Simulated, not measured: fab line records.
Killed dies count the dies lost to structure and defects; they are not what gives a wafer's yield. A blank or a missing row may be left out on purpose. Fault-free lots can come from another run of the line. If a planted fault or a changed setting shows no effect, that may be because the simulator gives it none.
2 desks, one fault | flow n5 finfet | each desk has only its own numbers; what lay behind them comes last

## AT THE TOOL OWNER'S DESK: ald hk-03
The tool's own readings at N5_HKMG_FIN_HK_ALD_01 (deposits HfO2, target thk 1.6 nm, pulse time 3 s, purge time 3 s): means of the sampled wafers that have a number, for each lot that ran on this tool. Marked OUT: a lot whose mean sits more than 4 standard deviations from the usual mean, which makes it out of limits; the brackets give that distance.
Columns: A = precursor pulse height rel at N5_HKMG_FIN_HK_ALD_01, usual 1.000
lot  | first seen here | A
L442 | day 4 02:07     | 0.991
L451 | day 6 05:51     | 0.979
L455 | day 7 05:00     | 1.023
L464 | day 9 11:22     | 1.003
L465 | day 9 17:49     | 1.001
This desk found nothing out of limits on any of the 5 lots.

## METROLOGY DESK
What the gauges read for every lot (on any tool): the sampled wafers with a number, averaged. Marked OUT: a lot whose mean sits more than 4 standard deviations from the usual mean, which makes it out of limits; the brackets give that distance. Of its 16 readings 7 are shown: the one that was out of limits first, and those that lie furthest out on some lot.
Columns: A = cd nm at N5_SDB_CD_MEAS_11, usual 50.6 nm; B = HK_THK at N5_HKMG_FIN_THK_MEAS_70, usual 1.578 nm; C = DIBL_N at N5_BEOL_M4_RC_MEAS_101, usual 36.0 mV/V; D = EOT_N at N5_BEOL_M4_RC_MEAS_101, usual 10.51; E = EOT_P at N5_BEOL_M4_RC_MEAS_101, usual 10.47; F = IGATE_N at N5_BEOL_M4_RC_MEAS_101, usual 0.0129 nA/um; G = IGATE_P at N5_BEOL_M4_RC_MEAS_101, usual 0.0038 nA/um
lot  | first seen here | A    | B                | C    | D                | E                | F                 | G
L442 | day 3 20:19     | 53.0 | 1.582            | 33.9 | 10.46            | 10.36            | 0.0144            | 0.0042
L444 | day 4 04:22     | 51.4 | 1.581            | 34.7 | 10.53            | 10.58            | 0.0117            | 0.0035
L448 | day 5 12:34     | 52.5 | 1.586            | 40.7 | 10.60            | 10.56            | 0.0110            | 0.0032
L451 | day 6 01:20     | 54.2 | 1.526            | 36.3 | 10.40            | 10.42            | 0.0163            | 0.0049
L452 | day 6 08:04     | 47.8 | 1.587            | 35.0 | 10.50            | 10.46            | 0.0124            | 0.0037
L455 | day 7 00:22     | 50.0 | 1.580            | 35.1 | 10.44            | 10.49            | 0.0127            | 0.0037
L456 | day 7 04:50     | 50.8 | 1.585            | 36.9 | 10.54            | 10.50            | 0.0125            | 0.0038
L464 | day 9 06:39     | 53.2 | 1.855 (+13) OUT  | 37.2 | 11.14 (+6.4) OUT | 11.04 (+5.8) OUT | 0.0034 (-5.0) OUT | 0.0010 (-4.8) OUT
L465 | day 9 13:18     | 50.7 | 1.734 (+7.4) OUT | 36.4 | 10.83            | 10.81            | 0.0088            | 0.0027
This desk's finding: out of limits on L464, L465; first on L464, day 9 14:49 (HK_THK at N5_HKMG_FIN_THK_MEAS_70). In limits: L442, L444, L448, L451, L452, L455, L456.

## BROUGHT TOGETHER
On L464, L465, the metrology desk was in a position to raise an alarm at day 9 14:49.
The tool owner's desk saw nothing out of limits.
Tool owner's desk: L464, L465 on record, inside its limits.
All the named lots went through N5_HKMG_FIN_HK_ALD_01 on ald hk-03.

## WHAT THE SIMULATOR HAD PUT IN
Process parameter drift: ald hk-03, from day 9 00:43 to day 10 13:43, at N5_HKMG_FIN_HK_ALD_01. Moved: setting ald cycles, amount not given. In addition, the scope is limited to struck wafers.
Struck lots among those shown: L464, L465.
Delay in hours, fault start to first out-of-limits reading, per desk: metrology desk 14.
